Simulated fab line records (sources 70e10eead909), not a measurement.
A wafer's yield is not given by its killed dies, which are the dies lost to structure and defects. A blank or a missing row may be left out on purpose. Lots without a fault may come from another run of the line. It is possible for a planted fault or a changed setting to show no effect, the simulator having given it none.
Problem report, 8D (eight disciplines) form, completed by code | flow nand_harc | the parts of the form that need people (team, actions taken, sign-off) are left out

## 1. WHAT WENT WRONG
raw_defect_count at NHARC_P_ZERO_WELL_INSPECT_43 reads a mean of 571 on 2 wafers of 2 lots; wafers without a fault read 13 with a standard deviation of 6.1. Relative to the usual mean, that is a shift of +91 standard deviations.
First observed at day 5 05:36: wafer L742.1, on defect_inspect-02. Wafers with a number at this step in the record: 16, from 6 lots. By rule, "out" or "out of limits" means more than 4 standard deviations away from the usual mean. The other wafers with a number count as sound.

## 2. WHAT IT IS, WHAT IT ISN'T
question                    | is                                   | is not
which readings at this step | raw_defect_count                     | -
which lots                  | L742, L743                           | L750, L755, L757, L758
which wafers of those lots  | L742.1, L743.2                       | L743.1, L743.4
read on which gauges        | defect_inspect-01, defect_inspect-02 | -
when                        | from day 5 05:36                     | up to then (0 sound wafers); but 14 sound wafers of L743, L750, L755, L757, L758 came after

## 3. SUSPECTS, AND WHAT RULES EACH OUT
Counting: if a tool at a process step up to the reading ran every lot that is out, it stays a suspect. Sound lots after the first of them don't rule it out here, since some wafers of a struck lot are sound.
- the gauge at NHARC_P_ZERO_WELL_INSPECT_43 has been ruled out. 2 gauges (defect_inspect-01, defect_inspect-02) read the wafers that are out.
- rie_diel-09 at NHARC_P_ZERO_WELL_DESCUM_26 (chemistry O2, time 3 s): kept. It ran every lot that is out, first L742 (day 4 20:46).
- wet_bench-06 at NHARC_P_ZERO_WELL_STRIP_28 (strips in SPM, time 840 s): kept. It ran every lot that is out, first L742 (day 4 21:30).
- wet_bench-06, NHARC_P_ZERO_WELL_STRIP_28: wafers that are out in chamber 3, sound lot-mates in chambers 2, 7.
After counting, rie_diel-09 at NHARC_P_ZERO_WELL_DESCUM_26 and wet_bench-06 at NHARC_P_ZERO_WELL_STRIP_28 remain.

## 4. THE CAUSE (what the simulator had put in)
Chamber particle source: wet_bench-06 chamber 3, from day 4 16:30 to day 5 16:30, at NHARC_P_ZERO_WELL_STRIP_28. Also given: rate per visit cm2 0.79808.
Counting leaves 2 suspects; this tool is one of them.

## 5. SEQUENCE OF EFFECTS, ordered by route
One row per reading whose mean, taken over the struck wafers that have a number, lies over 3 standard deviations from the usual. Only readings for which the record gives a usual standard deviation are gone through. hours: the time from each lot's start at the first step in this table that gives one to its start at this step, as a median over the lots. sigmas: the change in usual standard deviations.
hours | step                         | reading             | usual | on struck wafers | change | sigmas
0     | NHARC_P_ZERO_WELL_INSPECT_43 | raw_defect_count    | 13    | 571              | +558   | +91
16    | NHARC_P_STI_INSPECT_11       | raw_defect_count    | 5.3   | 557.5            | +552.2 | +99 or more
530   | NHARC_END_SORT_01            | killed_at_periphery | 3.7   | 83.0             | +79.3  | +36
530   | NHARC_END_SORT_01            | killed_dies         | 50    | 145              | +95    | +5.3

## 6. WHAT WOULD HAVE CAUGHT IT SOONER
13 hours passed between the start of the fault at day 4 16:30 and the first reading out of limits at a measuring or inspecting step in this record, taken at day 5 05:36.
An alarm limit of 4 standard deviations would not have fired on the tool readings at NHARC_P_ZERO_WELL_STRIP_28 for which the record gives a usual standard deviation, since none of them was out on any struck wafer.
Of the lots that are out (2), L743 began NHARC_P_ZERO_WELL_STRIP_28 on wet_bench-06 after day 5 05:36. A hold on the tool at that time would have spared it.
